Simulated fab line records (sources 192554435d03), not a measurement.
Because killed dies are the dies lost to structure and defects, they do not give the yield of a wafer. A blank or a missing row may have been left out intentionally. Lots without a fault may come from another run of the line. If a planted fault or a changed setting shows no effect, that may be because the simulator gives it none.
A lot that was struck, set against a sound lot | flow n5-finfet | 37 out of 1938 route steps
Sound: the wafers L340.2, L340.3, L340.6. The struck wafers were L341.1, L341.2, L341.3. At the end, the cause is stated.
At each step with rows: each side's tool, then ch and its chambers, then its first start. Under that, the readings that differ: sound wafers | struck wafers | difference of the means | sigmas: that difference in standard deviations of wafers without a fault.
alike: a reading whose means differ by less than 2 such deviations, as well as words and numbers matching on both sides. not compared: withheld readings; readings where some wafer has no value; bounds like >300 that might hide an equal value; numbers whose values overlap and for which the record gives no deviation.
The two part at a step that has a row with sigmas, a row that says differs or no value, or rows on one side only. When numbers do not overlap yet have no deviation, they are printed without sigmas and do not part them. A reading that every wafer of one side lacks parts them only if that side has two wafers or more.

first, 9 steps without rows for these wafers: N5_WELL_APT_HMDS_18 (time 60 s); N5_WELL_APT_COAT_19 (resist thk 950 nm); N5_WELL_APT_EBR_21; N5_WELL_APT_SOFTBAKE_20 (time 60 s); N5_WELL_APT_EXPOSE_22 (exposes mask PWELL, defocus 0 nm, target cd 200 nm); N5_WELL_APT_PEB_23 (peb time 90 s); N5_WELL_APT_DEVELOP_24 (develop time 45 s); N5_WELL_APT_HARDBAKE_29 (time 120 s); N5_WELL_APT_DESCUM_30 (chemistry O2, time 7.9 s).
N5_WELL_APT_IMPLANT_31:
  sound on implanter-01 ch 0, day 2 09:44; struck on implanter-01 ch 0, day 2 15:15
  reading            | sound                            | struck                          | difference  | sigmas
  dose-ions-cm2      | 1.5012e+13 1.4992e+13 1.5008e+13 | 1.7386e+13 1.7381e+13 1.739e+13 | +2.3817e+12 | +99 or more
  faraday-current-uA | 186 195 192                      | 218 224 226                     | +32         | +8
  alike: end-station-pressure-torr
then, 25 steps without rows for these wafers: N5_WELL_APT_IMPLANT_32; N5_WELL_APT_STRIP_33 (strips in SPM, time 900 s); N5_WELL_APT_RTA_34 (time 10 s); N5_WELL_APT_OXIDE_STRIP_42 (strips SiO2 in dHF, time 45 s, target depth 12 nm); N5_WELL_APT_PRECLEAN_36 (cleans in O3/DIW, time 45 s); N5_WELL_APT_PRECLEAN_39 (cleans in dHF, time 60 s); N5_WELL_APT_SRD_37 (time 30 s); N5_WELL_APT_EPI_41 (deposits Si from SiH4/H2, target thk 50 nm, time 297.7 s); N5_PMOS_HMC_CHANNEL_EPI_HM_DEP_34 (deposits SiO2 from TEOS/O2, target thk 36 nm, time 6.9 s); N5_PMOS_HMC_CHANNEL_EPI_COAT_31 (time 60 s, resist thk 66 nm); N5_PMOS_HMC_CHANNEL_EPI_COAT_03 (resist thk 205 nm); N5_PMOS_HMC_CHANNEL_EPI_EBR_05; N5_PMOS_HMC_CHANNEL_EPI_SOFTBAKE_04 (time 60 s); N5_PMOS_HMC_CHANNEL_EPI_EXPOSE_06 (exposes mask PMOS HMC BLK, target cd 240 nm); N5_PMOS_HMC_CHANNEL_EPI_PEB_07 (peb time 60 s); N5_PMOS_HMC_CHANNEL_EPI_DEVELOP_08 (develop time 30 s); N5_PMOS_HMC_CHANNEL_EPI_DESCUM_14 (chemistry O2, time 7.9 s); N5_PMOS_HMC_CHANNEL_EPI_ETCH_32 (etches BARC in N2/H2, stops on SiO2, target depth 85.8 nm, time 50.3 s); N5_PMOS_HMC_CHANNEL_EPI_HM_OPEN_15 (chemistry CHF3/O2, target SiO2, target depth 40.6 nm, time 20.3 s); N5_PMOS_HMC_CHANNEL_EPI_STRIP_33 (strips in N2/H2); N5_PMOS_HMC_CHANNEL_EPI_STRIP_17 (strips in SPM, time 750 s); N5_PMOS_HMC_CHANNEL_EPI_ETCH_38 (etches SiO2 in CF4, target depth 1.5 nm); N5_PMOS_HMC_CHANNEL_EPI_FIN_RECESS_16 (chemistry HBr/Cl2, target Si, target depth 54 nm, time 18 s); N5_PMOS_HMC_CHANNEL_EPI_PRECLEAN_36 (cleans in O3/DIW, time 45 s); N5_PMOS_HMC_CHANNEL_EPI_PRECLEAN_18 (cleans in DHF, time 30 s).
-- the record jumps here: 7 days lie between the struck wafers' starts before and after (it left off in module PMOS_HMC_CHANNEL_EPI and takes up again in module BEOL_M4, whose first step shown is number 1111 of the route) --
N5_BEOL_M4_RC_MEAS_101:
  sound on prober-02 ch 0, day 9 10:59; struck on prober-01 ch 0, day 9 08:37
  reading           | sound          | struck         | difference | sigmas
  RS_PWELL (ohm/sq) | 2980 2978 2989 | 2737 2743 2741 | -242       | -11
  alike: DIBL_N, DIBL_P, IOFF_N, IOFF_P, ION_N, ION_P, SS_N, SS_P, VT_N, VT_P
-- a jump in the record: the struck wafers' starts before and after are 4 days apart (it breaks off in module BEOL_M4 and resumes in module PASSIVATION, where the first step shown is number 1936 of the route) --
N5_PASSIVATION_PROBE_49:
  struck on prober-01, day 13 17:24; sound on prober-02, day 13 18:42
  alike: defect-limited-yield, killed_at_M0_to_M3, killed_at_M4_up, killed-at-contacts, killed-at-front-end, killed-at-other, killed-dies, killed-open, killed-short, sort_bin_5_function, sort_bin_6_memory, sort-n-pass, sort-yield-pct

## WHERE THEY PART
Last at N5_BEOL_M4_RC_MEAS_101 as far as this record goes, first at N5_WELL_APT_IMPLANT_31. Later steps at which nothing parts them and some readings are alike: N5_PASSIVATION_PROBE_49.

WHY: whatever the simulator had introduced
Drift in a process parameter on implanter-01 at N5_WELL_APT_IMPLANT_31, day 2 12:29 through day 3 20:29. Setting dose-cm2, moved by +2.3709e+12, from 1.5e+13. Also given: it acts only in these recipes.
